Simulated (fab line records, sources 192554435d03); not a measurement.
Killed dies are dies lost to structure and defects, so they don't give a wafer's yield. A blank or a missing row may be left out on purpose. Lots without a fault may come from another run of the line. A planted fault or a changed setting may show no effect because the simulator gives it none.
Which tool did it? | flow n5_finfet | 9 lots, 27 wafers sampled, at 7 steps of a route of 1938

WHAT THE GAUGES READ, wafer by wafer
N5_BEOL_M2_CD_MEAS_11: target cd 16.79 nm.
lot  | measured     | on        | cd_nm (nm)
L996 | day 7 00:24  | cd_sem-02 | 16.84 16.63 16.53
L997 | day 7 05:08  | cd_sem-02 | 16.72 17.15 16.99
L998 | day 7 07:43  | cd_sem-03 | 16.78 16.45 16.55
L105 | day 9 01:01  | cd_sem-01 | 17.86 17.58 17.87
L106 | day 10 01:00 | cd_sem-01 | 17.27 17.67 17.39
L110 | day 10 11:44 | cd_sem-02 | 16.54 17.11 17.29
L114 | day 11 15:38 | cd_sem-02 | 16.91 16.78 16.79
L116 | day 11 23:42 | cd_sem-03 | 16.79 16.66 16.65
L118 | day 12 01:46 | cd_sem-03 | 16.50 16.57 17.05

N5_BEOL_M2_OVL_MEAS_12.
lot  | measured     | on         | M2_OVL (nm)
L996 | day 7 00:26  | overlay-01 | -0.5 -0.1 -1.2
L997 | day 7 05:10  | overlay-02 | 0.2 0.6 0.6
L998 | day 7 07:45  | overlay-01 | -0.3 0.1 -0.2
L105 | day 9 01:04  | overlay-01 | -1.1 -0.5 -0.6
L106 | day 10 01:02 | overlay-01 | 1.1 1.3 1.3
L110 | day 10 11:46 | overlay-01 | -0.2 -0.3 0.1
L114 | day 11 15:40 | overlay-01 | 0.2 -0.1 0.0
L116 | day 11 23:44 | overlay-02 | 0.8 0.1 0.1
L118 | day 12 01:49 | overlay-02 | 0.0 -0.4 0.0

N5_BEOL_M2_CD_MEAS_18: pitch 36 nm, target cd 18 nm.
lot  | measured     | on        | cd_nm (nm)
L996 | day 7 01:03  | cd_sem-01 | 18.3 18.0 18.0
L997 | day 7 05:43  | cd_sem-03 | 18.4 18.1 18.4
L998 | day 7 08:17  | cd_sem-03 | 17.7 18.2 17.6
L105 | day 9 01:58  | cd_sem-03 | 19.1 19.2 19.5
L106 | day 10 02:01 | cd_sem-01 | 18.3 18.8 18.2
L110 | day 10 12:22 | cd_sem-01 | 18.5 18.5 18.4
L114 | day 11 16:12 | cd_sem-03 | 17.6 18.2 18.3
L116 | day 12 00:34 | cd_sem-03 | 18.5 18.0 18.0
L118 | day 12 02:35 | cd_sem-02 | 17.8 17.9 18.2

N5_BEOL_M4_RC_MEAS_101.
lot  | measured     | on        | DIBL_N (mV/V)  | DIBL_P (mV/V)  | IOFF_N (nA/um)    | IOFF_P (nA/um)    | ION_N (uA/um) | ION_P (uA/um) | SS_N (mV/dec)  | SS_P (mV/dec)  | VT_N (mV)         | VT_P (mV)
L996 | day 9 00:26  | prober-01 | 36.7 35.8 35.3 | 38.0 37.4 36.7 | 0.175 0.163 0.156 | 0.212 0.192 0.185 | 683 692 680   | 463 462 461   | 72.8 72.6 72.0 | 73.2 72.9 72.8 | 251.0 249.6 250.9 | -252.0 -252.6 -254.4
L997 | day 8 23:56  | prober-02 | 34.7 35.5 35.3 | 34.2 35.7 34.9 | 0.138 0.151 0.144 | 0.192 0.212 0.207 | 671 678 673   | 461 464 460   | 71.9 71.5 71.2 | 73.5 73.1 73.0 | 247.8 248.7 247.1 | -249.0 -249.7 -249.5
L998 | day 9 06:34  | prober-01 | 36.0 34.9 37.7 | 32.6 31.8 34.9 | 0.124 0.118 0.149 | 0.196 0.184 0.226 | 663 667 677   | 462 457 468   | 71.8 70.7 71.3 | 72.6 72.6 73.8 | 254.1 252.7 250.1 | -248.2 -249.2 -246.0
L105 | day 10 20:37 | prober-01 | 35.6 34.4 34.8 | 36.9 34.9 35.8 | 0.159 0.133 0.145 | 0.212 0.189 0.194 | 676 665 669   | 462 458 453   | 71.4 71.6 71.4 | 73.7 73.2 73.6 | 249.7 252.8 250.5 | -249.1 -250.6 -251.1
L106 | day 11 23:50 | prober-01 | 34.9 34.8 34.9 | 34.4 35.1 34.4 | 0.144 0.132 0.133 | 0.185 0.185 0.178 | 661 667 671   | 456 465 456   | 71.8 72.1 71.6 | 73.4 73.1 73.5 | 252.3 251.9 255.1 | -251.1 -251.1 -251.9
L110 | day 12 05:31 | prober-01 | 38.6 38.7 38.4 | 36.3 37.7 36.6 | 0.179 0.189 0.187 | 0.204 0.214 0.213 | 673 679 678   | 459 462 456   | 72.2 71.7 72.4 | 73.7 73.7 74.0 | 247.4 246.5 247.7 | -250.7 -251.5 -249.0
L114 | day 13 14:13 | prober-02 | 34.4 37.6 36.8 | 32.6 37.1 35.8 | 0.107 0.159 0.135 | 0.163 0.227 0.200 | 665 670 660   | 465 465 457   | 71.2 71.1 72.2 | 72.1 73.9 73.2 | 252.2 249.6 253.0 | -253.7 -247.9 -249.8
L116 | day 13 20:19 | prober-01 | 37.1 37.5 37.0 | 36.6 37.4 37.1 | 0.175 0.194 0.192 | 0.236 0.260 0.255 | 681 680 692   | 469 468 478   | 71.5 71.4 70.6 | 73.4 74.0 73.7 | 250.5 246.3 244.7 | -247.9 -245.3 -246.4
L118 | day 13 21:54 | prober-01 | 35.5 36.2 35.4 | 34.8 35.3 34.3 | 0.152 0.175 0.147 | 0.199 0.220 0.200 | 663 669 670   | 452 461 460   | 72.0 72.1 71.0 | 72.9 72.5 72.5 | 249.4 246.1 251.8 | -251.6 -247.8 -249.4

WHICH TOOL RAN EACH LOT (tool, then ch and the chambers of the sampled wafers, then the start)
lot  | N5_BEOL_M1_DEP_57               | N5_BEOL_M2_HM_DEP_02         | N5_BEOL_M2_EXPOSE_08
L996 | pecvd-03 ch 0,1,2, day 6 22:49  | pvd_sputter-02, day 6 23:53  | euv_scanner-01 ch 0, day 7 00:17
L997 | pecvd-03 ch 0,2, day 7 04:01    | pvd_sputter-03, day 7 04:37  | euv_scanner-02 ch 0, day 7 05:01
L998 | pecvd-04 ch 0,1, day 7 05:55    | pvd_sputter-03, day 7 07:12  | euv_scanner-01 ch 0, day 7 07:35
L105 | pecvd-02 ch 0,1,2, day 8 23:20  | pvd_sputter-03, day 9 00:37  | euv_scanner-01 ch 0, day 9 00:55
L106 | pecvd-02 ch 0,1,2, day 9 23:15  | pvd_sputter-02, day 10 00:29 | euv_scanner-01 ch 0, day 10 00:53
L110 | pecvd-04 ch 0,1, day 10 10:28   | pvd_sputter-02, day 10 11:13 | euv_scanner-02 ch 0, day 10 11:37
L114 | pecvd-04 ch 0,1, day 11 13:47   | pvd_sputter-03, day 11 15:14 | euv_scanner-02 ch 0, day 11 15:30
L116 | pecvd-02 ch 0,1, day 11 22:59   | pvd_sputter-01, day 11 23:19 | euv_scanner-02 ch 0, day 11 23:35
L118 | pecvd-02 ch 0,1,2, day 11 23:32 | pvd_sputter-01, day 12 01:22 | euv_scanner-02 ch 0, day 12 01:39
- N5_BEOL_M1_DEP_57: deposits SiCN from 3MS/NH3, target thk 8 nm, time 14 s.
- N5_BEOL_M2_HM_DEP_02: deposits TiN, target thk 20 nm.
- N5_BEOL_M2_EXPOSE_08: exposes mask M2.

WHAT THE TOOLS THEMSELVES READ (means of the sampled wafers that have a number; where no wafer has one, the mark that the record gives instead)
N5_BEOL_M1_DEP_57.
lot  | tool     | showerhead_plenum_p_Torr (Torr) | throttle_valve_pct (%)
L996 | pecvd-03 | 3.667                           | 9.1
L997 | pecvd-03 | 3.668                           | 8.5
L998 | pecvd-04 | 3.669                           | 8.5
L105 | pecvd-02 | 3.673                           | 9.2
L106 | pecvd-02 | 3.668                           | 9.2
L110 | pecvd-04 | 3.660                           | 8.7
L114 | pecvd-04 | 3.661                           | 8.7
L116 | pecvd-02 | 3.670                           | 9.6
L118 | pecvd-02 | 3.671                           | 9.4

N5_BEOL_M2_HM_DEP_02.
lot  | tool           | throttle_valve_pct (%)
L996 | pvd_sputter-02 | 30.6
L997 | pvd_sputter-03 | 30.8
L998 | pvd_sputter-03 | 29.4
L105 | pvd_sputter-03 | 29.1
L106 | pvd_sputter-02 | 31.1
L110 | pvd_sputter-02 | 30.2
L114 | pvd_sputter-03 | 30.1
L116 | pvd_sputter-01 | 30.4
L118 | pvd_sputter-01 | 29.5

N5_BEOL_M2_EXPOSE_08.
lot  | tool           | exposure_dose_mJ_cm2
L996 | euv_scanner-01 | 41.24
L997 | euv_scanner-02 | 41.21
L998 | euv_scanner-01 | 41.23
L105 | euv_scanner-01 | 43.02
L106 | euv_scanner-01 | 42.60
L110 | euv_scanner-02 | 41.16
L114 | euv_scanner-02 | 41.22
L116 | euv_scanner-02 | 41.20
L118 | euv_scanner-02 | 41.16

THE ANSWER, worked out from the rows above alone
Rule: what is usual is taken from the lots themselves. Put in order of their means at a reading, lots are off if they are a third of the lots or fewer, leave a main group of 4 or more, and stand apart from it by a gap of 3 or more times the standard deviation of the main group's means; of several such gaps the widest counts. A main group whose means are all the same, to the digits that the tables above print for the reading, isn't used. A lot without any number at a reading at which 4 lots or more have one is off too. The other lots that the step has rows for count as sound. The gauges are gone through in route order, then the tools' own readings, and for those a lot's mean is taken as printed above. The first step at which some lot is off is used, and at that step the reading that is off furthest; a lot without a number counts as furthest.
Off: L105, L106, at N5_BEOL_M2_CD_MEAS_11 (cd_nm). The main group: mean 16.78 nm, standard deviation 0.14.
A tool fits if, at a process step before that reading, it ran every lot that is off, and no sound lot after the first of them. The gauges at N5_BEOL_M2_CD_MEAS_11 aren't tried: what is off there is off at N5_BEOL_M2_EXPOSE_08 too, on other tools, and a gauge's error can't cause that. One fits: euv_scanner-01 at N5_BEOL_M2_EXPOSE_08. Its last sound lot is L998 (day 7 07:35), its first lot that is off L105 (day 9 00:55): a fault that began between those two fits.
The tool's own readings at N5_BEOL_M2_EXPOSE_08 bear it out: on the lots that are off they differ by more than 5 times the standard deviation of the sound lots' means. exposure_dose_mJ_cm2 reads 42.81 there against 41.20 on the sound lots.

WHAT THE SIMULATOR HAD PUT IN
Process parameter drift: euv_scanner-01, from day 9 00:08 on, at N5_BEOL_M2_EXPOSE_08. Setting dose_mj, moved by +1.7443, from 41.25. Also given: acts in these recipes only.
Lots struck among those shown: L105, L106. The rule above found the same.
